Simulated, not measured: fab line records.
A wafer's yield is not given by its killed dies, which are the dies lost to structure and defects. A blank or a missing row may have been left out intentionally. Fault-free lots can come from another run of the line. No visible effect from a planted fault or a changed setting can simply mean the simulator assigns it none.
Comparing a struck lot with a sound one + flow nand_harc + 14 steps out of a route of 1302
Sound: these wafers, L428.3, L428.4, L428.6. Struck: wafer L435.2. (L435.1, L435.5 of the same lot were not struck and are left out.) The cause comes at the end.
Order at every step that has rows: each side's tool, ch and its chambers, its first start. Under that, the readings that differ: sound wafers + struck wafers + difference of the means + sigmas: that difference in standard deviations of wafers without a fault.
alike: words and numbers the same on both sides, and readings whose means are apart by under 2 such deviations; not compared: readings that were withheld, readings missing a value for some wafer, numbers with overlapping values and no deviation given by the record, and bounds like >300 which may hide the same value.
A row with sigmas, a row that says differs or no value, or rows on one side alone: a step with any of these is where the two part. Numbers that have no deviation but don't overlap get no sigmas and don't part them. A reading missing from all wafers of one side parts the sides only when that side holds two or more wafers.

NHARC_A_WL_FILL_ALD_10: deposits SiO2, target thk 50 nm, pulse time 10 s, ald cycles 500.
  sound on ald_hk-03 ch 1,2,3, day 23 18:37; struck on ald_hk-04 ch 3, day 27 00:33
  alike: heater_power_w, precursor_pulse_height_rel
NHARC_A_WL_FILL_ETCHBACK_16: etches the open film in C4F8/O2/Ar, target depth 120 nm, time 24 s.
  sound: rie_diel-02 ch 0,1,2; struck: rie_diel-01 ch 2
| reading               | sound             | struck | difference | sigmas |
|-----------------------|-------------------|--------|------------|--------|
| oes_product_au (a.u.) | 0.933 0.924 0.932 | 0.987  | +0.057     | +2     |
  alike: rf_vpp_V
  not compared: rf_hours_counter_h
NHARC_A_WL_FILL_STRIP_29: strips in O2, time 20 s.
  sound on rie_diel-02 ch 0,1,2, day 23 22:20; struck on rie_diel-01 ch 3, day 27 04:18
| reading                         | sound          | struck | difference | sigmas |
|---------------------------------|----------------|--------|------------|--------|
| showerhead_plenum_p_Torr (Torr) | 3.55 3.41 3.46 | 3.72   | +0.25      | +2     |
  alike: drypump_motor_current_A, oes_product_au, rf_vpp_V, throttle_valve_pct
  not compared: rf_hours_counter_h
NHARC_A_WL_FILL_ETCHBACK_17: etches the open film in Cl2/BCl3, target depth 4 nm, time 26.7 s.
  sound on rie_metal-02 ch 0,1, day 23 22:27; struck on rie_metal-01 ch 1, day 27 04:22
| reading                | sound | struck | difference                   | sigmas |
|------------------------|-------|--------|------------------------------|--------|
| rf_hours_counter_h (h) | - - - | 1.4    | no value on the sound wafers |        |
  alike: drypump_motor_current_A, oes_product_au
then, 3 steps without rows for these wafers: NHARC_A_WL_FILL_PRECLEAN_18 (cleans in dHF, time 30 s); NHARC_A_WL_FILL_SRD_21; NHARC_A_WL_FILL_CVD_23 (deposits poly-Si, target thk 40 nm, time 800 s).
NHARC_A_WL_FILL_ETCHBACK_26: etches the open film in HBr, target depth 52 nm, time 13.3 s.
  sound on rie_si-02 ch 0,2,3, day 24 03:40; struck on rie_si-03 ch 3, day 27 09:29
  alike: drypump_motor_current_A, oes_product_au, throttle_valve_pct
  not compared: rf_hours_counter_h
then, 4 steps without rows for these wafers: NHARC_A_WL_FILL_PRECLEAN_30 (cleans in dHF, time 10 s); NHARC_A_WL_FILL_SRD_14; NHARC_A_WL_FILL_ALD_19 (deposits TiN, target thk 2 nm, pulse time 3 s, ald cycles 100); NHARC_A_WL_FILL_CVD_20 (deposits W, target thk 100 nm, time 74 s).
NHARC_A_WL_FILL_CMP_12: polishes, t overpolish 30 s, target thk 100 nm.
  sound on cmp-04 ch 0,1, day 24 04:23; struck on cmp-04 ch 3, day 27 10:09
| reading                | sound          | struck | difference | sigmas |
|------------------------|----------------|--------|------------|--------|
| time_to_endpoint_s (s) | 20.5 20.2 20.6 | 11.7   | -8.7       | -4     |
  alike: motor_current_A, overpolish_run_s, retaining_ring_pressure_frac
-- record jumps: 3 days between struck wafers' starts before vs after; left off in module A_WL_FILL, resumes in module END, first step shown is number 1302 of the route --
NHARC_END_SORT_01:
  the record has rows for the struck wafers here (prober-01 ch 0, day 30 13:01) and none for the sound ones

== WHERE THEY PART ==
Earliest at NHARC_A_WL_FILL_ETCHBACK_16; latest, in this record, at NHARC_END_SORT_01.

WHY: what had been put in by the simulator
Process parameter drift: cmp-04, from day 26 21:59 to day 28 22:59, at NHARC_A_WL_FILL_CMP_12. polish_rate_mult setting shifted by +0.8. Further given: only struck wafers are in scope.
